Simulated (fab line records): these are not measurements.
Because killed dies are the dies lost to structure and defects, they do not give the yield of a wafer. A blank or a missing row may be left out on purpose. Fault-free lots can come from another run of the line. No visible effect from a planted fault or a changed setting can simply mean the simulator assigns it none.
A struck lot beside a sound one	flow nand harc	14 out of 1302 route steps
Sound: these wafers, L549.3, L549.4, L549.5. Wafers struck: L552.3, L552.5, L552.6. At the end, the cause is stated.
Each step with rows lists, per side, the tool, then ch with its chambers, then its first start. Under that, the readings that differ: sound wafers	struck wafers	difference of the means	sigmas: that difference in standard deviations of wafers without a fault.
alike: readings whose means differ by less than 2 such deviations, and words and numbers that are the same on both sides. not compared: withheld readings, readings that some wafer has no value for, bounds like >300 that may hide the same value, and numbers for which the record gives no deviation and whose values overlap.
The two part at a step that has a row with sigmas, a row that says differs or no value, or rows on one side only. Numbers that don't overlap but have no deviation are shown without sigmas and don't part them. A reading that every wafer of one side lacks parts them only if that side has two wafers or more.

NHARC_A_CHANNEL_FILL_D2_ALD_02: deposits SiO2, target thk 6 nm, pulse time 10 s, ald cycles 60.
  sound on ald hk-04 ch 2,3, day 15 19:05; struck on ald hk-01 ch 2,3, day 17 10:43
  alike: heater power w, precursor pulse height rel
  not compared: since wet clean h
NHARC_A_CHANNEL_FILL_D2_ALD_03: deposits SiNx, target thk 6 nm, pulse time 60 s, ald cycles 58.
  sound on ald sin batch-01 ch 0; struck on ald sin batch-02 ch 0
  alike: precursor pulse height rel
then, 1 step without rows for these wafers: NHARC_A_CHANNEL_FILL_D2_ALD_14 (deposits SiO2, target thk 2.5 nm, pulse time 10 s, ald cycles 25).
NHARC_A_CHANNEL_FILL_D2_ALD_15: deposits SiNx, target thk 2 nm, pulse time 60 s, ald cycles 19.
  sound on ald sin batch-01 ch 0; struck on ald sin batch-01 ch 0
  alike: precursor pulse height rel
then, 3 steps without rows for these wafers: NHARC_A_CHANNEL_FILL_D2_ALD_16 (deposits SiO2, target thk 1.5 nm, pulse time 10 s, ald cycles 15); NHARC_A_CHANNEL_FILL_D2_ANNEAL_17 (time 1800 s); NHARC_A_CHANNEL_FILL_D2_CVD_18 (deposits poly-Si, target thk 3 nm).
NHARC_A_CHANNEL_FILL_D2_ETCHBACK_19: etches the open film in HBr/Cl2, target depth 5 nm, time 1.7 s.
  sound on rie si-03 ch 0,1,3, day 16 19:05; struck on rie si-05 ch 1,2,3, day 18 10:46
  alike: drypump motor current A, oes product au, throttle valve pct
  not compared: rf hours counter h
then, 1 step without rows for these wafers: NHARC_A_CHANNEL_FILL_D2_ETCHBACK_20 (etches the open film in C4F8/O2/Ar, target depth 27 nm, time 13.5 s).
NHARC_A_CHANNEL_FILL_D2_STRIP_28: strips in O2, time 20 s.
  sound on rie diel-06 ch 0,1, day 16 19:17; struck on rie diel-07 ch 0,1,3, day 18 10:58
  alike: drypump motor current A, o2 flow sccm, oes product au, rf vpp V, showerhead plenum p Torr, throttle valve pct
  not compared: rf hours counter h
then, 2 steps without rows for these wafers: NHARC_A_CHANNEL_FILL_D2_PRECLEAN_21 (cleans in dHF, time 30 s); NHARC_A_CHANNEL_FILL_D2_SRD_23.
NHARC_A_CHANNEL_FILL_D2_CVD_05: deposits poly-Si, target thk 5 nm.
  struck on lpcvd poly-02, day 18 13:32; sound on lpcvd poly-01 ch 0, day 16 21:44
  no value came back on the struck wafers for spike tc bottom C (C), spike tc centre C (C), spike tc lower C (C); on the sound wafers spike tc bottom C (C) reads 566.9 567.8 569.7
then, 1 step without rows for these wafers: NHARC_A_CHANNEL_FILL_D2_ANNEAL_22 (time 7200 s).

== WHERE THEY PART ==
NHARC_A_CHANNEL_FILL_D2_CVD_05 only, going by this record.

WHY: what had been put in by the simulator
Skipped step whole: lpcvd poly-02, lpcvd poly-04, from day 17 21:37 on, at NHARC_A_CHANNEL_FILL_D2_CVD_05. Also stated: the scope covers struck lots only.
